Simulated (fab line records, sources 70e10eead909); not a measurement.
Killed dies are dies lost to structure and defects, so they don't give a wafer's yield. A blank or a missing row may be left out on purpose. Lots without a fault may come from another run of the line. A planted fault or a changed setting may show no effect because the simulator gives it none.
Which tool did it? | flow nand_harc | 11 lots, 33 wafers sampled, at 7 steps of a route of 1302

WHAT THE GAUGES READ, wafer by wafer
NHARC_P_BONDPAD_THK_MEAS_33: measures by ellipsometry. Usual: thk_nm 199.7 nm, standard deviation 1.7.
lot  | measured     | on            | thk_nm (nm)       | flag
L972 | day 7 01:12  | film_metro-02 | 200.5 199.5 198.4 |
L974 | day 8 08:57  | film_metro-02 | 199.7 197.8 199.4 |
L978 | day 9 10:35  | film_metro-01 | 198.8 198.1 203.8 |
L979 | day 10 02:21 | film_metro-02 | 199.9 200.0 197.7 |
L982 | day 11 09:06 | film_metro-01 | 198.5 199.4 198.0 |
L984 | day 12 11:58 | film_metro-01 | 199.6 197.7 202.3 |
L985 | day 12 13:01 | film_metro-02 | 199.6 201.7 200.0 |
L987 | day 13 08:44 | film_metro-02 | 200.4 199.2 199.8 |
L988 | day 13 18:50 | film_metro-01 | 198.2 198.5 200.7 |
L989 | day 14 15:49 | film_metro-02 | 199.9 201.5 200.8 |
L990 | day 14 20:08 | film_metro-02 | 200.8 197.5 199.9 |

NHARC_P_BONDPAD_THK_MEAS_20: measures by xrf. Usual: thk_nm 160.7 nm, standard deviation 1.7.
lot  | measured     | on            | thk_nm (nm)       | flag
L972 | day 7 04:22  | film_metro-01 | 160.8 157.8 161.1 |
L974 | day 8 11:57  | film_metro-01 | 161.0 165.0 162.5 |
L978 | day 9 13:43  | film_metro-01 | 161.5 158.4 161.3 |
L979 | day 10 05:23 | film_metro-01 | 158.3 162.6 156.6 |
L982 | day 11 12:51 | film_metro-01 | 161.2 160.6 160.8 |
L984 | day 12 15:07 | film_metro-02 | 161.2 160.3 161.1 |
L985 | day 12 16:23 | film_metro-01 | 162.4 160.7 160.1 |
L987 | day 13 11:55 | film_metro-02 | 399.6 403.1 399.5 | OFF
L988 | day 13 21:59 | film_metro-01 | 397.0 399.0 401.1 | OFF
L989 | day 14 18:59 | film_metro-01 | 397.4 400.6 399.8 | OFF
L990 | day 14 23:19 | film_metro-02 | 160.5 158.7 157.4 |

NHARC_P_BONDPAD_INSPECT_23. Usual: raw_defect_count 329, standard deviation 110.
lot  | measured     | on                | raw_defect_count | flag
L972 | day 7 04:34  | defect_inspect-02 | 230 273 252      |
L974 | day 8 12:09  | defect_inspect-02 | 292 249 205      |
L978 | day 9 13:55  | defect_inspect-02 | 298 351 371      |
L979 | day 10 05:37 | defect_inspect-01 | 507 305 319      |
L982 | day 11 13:05 | defect_inspect-01 | 450 233 364      |
L984 | day 12 15:21 | defect_inspect-02 | 332 219 311      |
L985 | day 12 16:35 | defect_inspect-02 | 486 645 400      |
L987 | day 13 12:07 | defect_inspect-01 | 5987 5970 5910   | OFF
L988 | day 13 22:13 | defect_inspect-02 | 6228 5920 5966   | OFF
L989 | day 14 19:13 | defect_inspect-02 | 6150 6019 6122   | OFF
L990 | day 14 23:32 | defect_inspect-01 | 387 327 320      |

NHARC_A_START_INSPECT_01. Usual: raw_defect_count 3.3, standard deviation 1.7.
lot  | measured     | on                | raw_defect_count | flag
L972 | day 7 05:02  | defect_inspect-02 | 3 3 3            |
L974 | day 8 12:37  | defect_inspect-01 | 7 4 1            |
L978 | day 9 14:23  | defect_inspect-02 | 4 5 4            |
L979 | day 10 06:07 | defect_inspect-02 | 4 4 3            |
L982 | day 11 13:34 | defect_inspect-01 | 4 0 2            |
L984 | day 12 15:49 | defect_inspect-02 | 5 2 4            |
L985 | day 12 17:03 | defect_inspect-01 | 7 5 5            |
L990 | day 15 00:00 | defect_inspect-02 | 1 6 4            |

NHARC_END_SORT_01. Usual: defect_limited_yield 92.3 %, standard deviation 2.7; killed_at_array 47, standard deviation 18; killed_at_other 0.9, standard deviation 1.1; killed_at_periphery 4, standard deviation 3.1; killed_dies 52, standard deviation 18; killed_open 3.1, standard deviation 1.5; killed_short 2.4, standard deviation 1.5; sort_bin_2_pct 2.7 %, standard deviation 1.2; sort_bin_3_pct 0.6 %, standard deviation 0.38; sort_bin_4_pct 4.5 %, standard deviation 1.5; sort_n_pass 625, standard deviation 18; sort_rim_yield_pct 89 %, standard deviation 4.5; sort_yield_pct 92.3 %, standard deviation 2.7.
lot  | measured     | on        | defect_limited_yield (%) | killed_at_array | killed_at_other | killed_at_periphery | killed_dies | killed_open | killed_short | sort_bin_2_pct (%) | sort_bin_3_pct (%) | sort_bin_4_pct (%) | sort_n_pass | sort_rim_yield_pct (%) | sort_yield_pct (%) | flag
L987 | day 30 18:03 | prober-01 | 0 0 0                    | 47 30 48        | 0 2 1           | 630 645 628         | 677 677 677 | 4 1 3       | 3 2 2        | 1.9 1.8 2.7        | 93.2 95.6 93.4     | 4.9 2.7 4.0        | 0 0 0       | 0 0 0                  | 0 0 0              | OFF
L988 | day 31 01:01 | prober-02 | 0 0 0                    | 48 51 71        | 0 2 0           | 629 624 606         | 677 677 677 | 2 3 2       | 2 1 3        | 2.4 3.4 3.5        | 93.5 92.9 90.0     | 4.1 3.7 6.5        | 0 0 0       | 0 0 0                  | 0 0 0              | OFF
L989 | day 32 19:52 | prober-01 | 0 0 0                    | 65 64 56        | 0 1 2           | 612 612 619         | 677 677 677 | 3 2 2       | 1 3 4        | 4.1 3.2 4.1        | 91.1 91.4 91.6     | 4.7 5.3 4.3        | 0 0 0       | 0 0 0                  | 0 0 0              | OFF

WHICH TOOL RAN EACH LOT (tool, then ch and the chambers of the sampled wafers, then the start)
lot  | NHARC_P_BONDPAD_STRIP_15           | NHARC_P_BONDPAD_CMP_19
L972 | rie_diel-08 ch 0,2,3, day 7 02:22  | cmp-02 ch 1,2, day 7 04:02
L974 | rie_diel-05 ch 0,1,3, day 8 09:59  | cmp-02 ch 0,2, day 8 11:38
L978 | rie_diel-11 ch 0,2, day 9 11:46    | cmp-03 ch 0,1,2, day 9 13:25
L979 | rie_diel-08 ch 0,1, day 10 03:26   | cmp-01 ch 0,1,2, day 10 05:08
L982 | rie_diel-11 ch 1,2, day 11 10:17   | cmp-02 ch 0,3, day 11 12:32
L984 | rie_diel-05 ch 1,2,3, day 12 13:11 | cmp-01 ch 0,1,3, day 12 14:48
L985 | rie_diel-05 ch 0,1,2, day 12 14:14 | cmp-03 ch 1,2,3, day 12 16:03
L987 | rie_diel-05 ch 0,1,3, day 13 09:57 | cmp-02 ch 0,1,3, day 13 11:35
L988 | rie_diel-11 ch 0,2,3, day 13 20:02 | cmp-01 ch 0,1, day 13 21:42
L989 | rie_diel-05 ch 0,3, day 14 17:02   | cmp-01 ch 0,1, day 14 18:41
L990 | rie_diel-08 ch 0,1,3, day 14 21:23 | cmp-03 ch 1,2,3, day 14 23:02
- NHARC_P_BONDPAD_STRIP_15: strips in O2.
- NHARC_P_BONDPAD_CMP_19: polishes, t overpolish 30 s, cu recess touch 16 s, target thk 160.81 nm.

WHAT THE TOOLS THEMSELVES READ (means of the sampled wafers that have a number; where no wafer has one, the mark that the record gives instead)
NHARC_P_BONDPAD_STRIP_15. Usual: drypump_motor_current_A 5.9 A, standard deviation 0.44; mfc_ar_sccm 0.008 sccm, standard deviation 0.0098; oes_product_au 0.997 a.u., standard deviation 0.015; rf_vpp_V 57.8 V, standard deviation 0.93; showerhead_plenum_p_Torr 3.55 Torr, standard deviation 0.15; throttle_valve_pct 17.036 %, standard deviation 0.0092.
lot  | tool        | drypump_motor_current_A (A) | mfc_ar_sccm (sccm) | oes_product_au (a.u.) | rf_vpp_V (V) | showerhead_plenum_p_Torr (Torr) | throttle_valve_pct (%) | flag
L972 | rie_diel-08 | 5.8                         | 0.003              | 1.002                 | 58.4         | 3.59                            | 17.028                 |
L974 | rie_diel-05 | 6.1                         | 0.009              | 1.004                 | 57.7         | 3.51                            | 17.035                 |
L978 | rie_diel-11 | 5.6                         | 0.009              | 0.993                 | 57.4         | 3.62                            | 17.037                 |
L979 | rie_diel-08 | 5.4                         | 0.000              | 1.013                 | 57.5         | 3.44                            | 17.039                 |
L982 | rie_diel-11 | 5.9                         | 0.003              | 0.999                 | 57.1         | 3.38                            | 17.046                 |
L984 | rie_diel-05 | 5.8                         | 0.012              | 0.989                 | 57.8         | 3.58                            | 17.039                 |
L985 | rie_diel-05 | 5.8                         | 0.012              | 0.986                 | 57.7         | 3.57                            | 17.025                 |
L987 | rie_diel-05 | 6.0                         | 0.009              | 0.997                 | 57.0         | 3.50                            | 17.035                 |
L988 | rie_diel-11 | 5.9                         | 0.013              | 0.992                 | 58.0         | 3.62                            | 17.041                 |
L989 | rie_diel-05 | 6.5                         | 0.000              | 0.985                 | 56.6         | 3.40                            | 17.040                 |
L990 | rie_diel-08 | 5.5                         | 0.003              | 1.011                 | 57.7         | 3.53                            | 17.037                 |

NHARC_P_BONDPAD_CMP_19. Usual: edge_zone_pressure_frac 1.000, standard deviation 0.0044; motor_current_A 11.7 A, standard deviation 0.55; overpolish_run_s 29.999 s, standard deviation 0.0091.
lot  | tool   | edge_zone_pressure_frac | motor_current_A (A) | overpolish_run_s (s) | flag
L972 | cmp-02 | 1.001                   | 11.3                | 29.999               |
L974 | cmp-02 | 0.999                   | 11.4                | 29.997               |
L978 | cmp-03 | 1.002                   | 11.6                | 29.999               |
L979 | cmp-01 | 1.002                   | 11.8                | 29.994               |
L982 | cmp-02 | 1.003                   | 11.7                | 29.989               |
L984 | cmp-01 | 0.998                   | 11.7                | 30.000               |
L985 | cmp-03 | 0.994                   | 11.5                | 29.988               |
L987 | cmp-02 | -                       | -                   | -                    | OFF
L988 | cmp-01 | -                       | -                   | -                    | OFF
L989 | cmp-01 | -                       | -                   | -                    | OFF
L990 | cmp-03 | 0.999                   | 11.2                | 29.999               |

THE ANSWER, worked out from the rows above alone
Rule: a lot is off if the mean of its wafers that have a number lies more than 3 standard deviations from the usual mean. A lot without any number at a reading at which 4 lots or more have one is off too. The other lots that the step has rows for count as sound. The gauges are gone through in route order, then the tools' own readings, and for those a lot's mean is taken as printed above. The first step at which some lot is off is used, and at that step the reading that is off furthest; a lot without a number counts as furthest.
Off: L987, L988, L989, at NHARC_P_BONDPAD_THK_MEAS_20 (thk_nm).
A tool fits if, at a process step before that reading, it ran every lot that is off, and no sound lot after the first of them. The gauges at NHARC_P_BONDPAD_THK_MEAS_20 aren't tried: what is off there is off at NHARC_P_BONDPAD_INSPECT_23 too, on other tools, and a gauge's error can't cause that. None of those tried fits.

WHAT THE SIMULATOR HAD PUT IN
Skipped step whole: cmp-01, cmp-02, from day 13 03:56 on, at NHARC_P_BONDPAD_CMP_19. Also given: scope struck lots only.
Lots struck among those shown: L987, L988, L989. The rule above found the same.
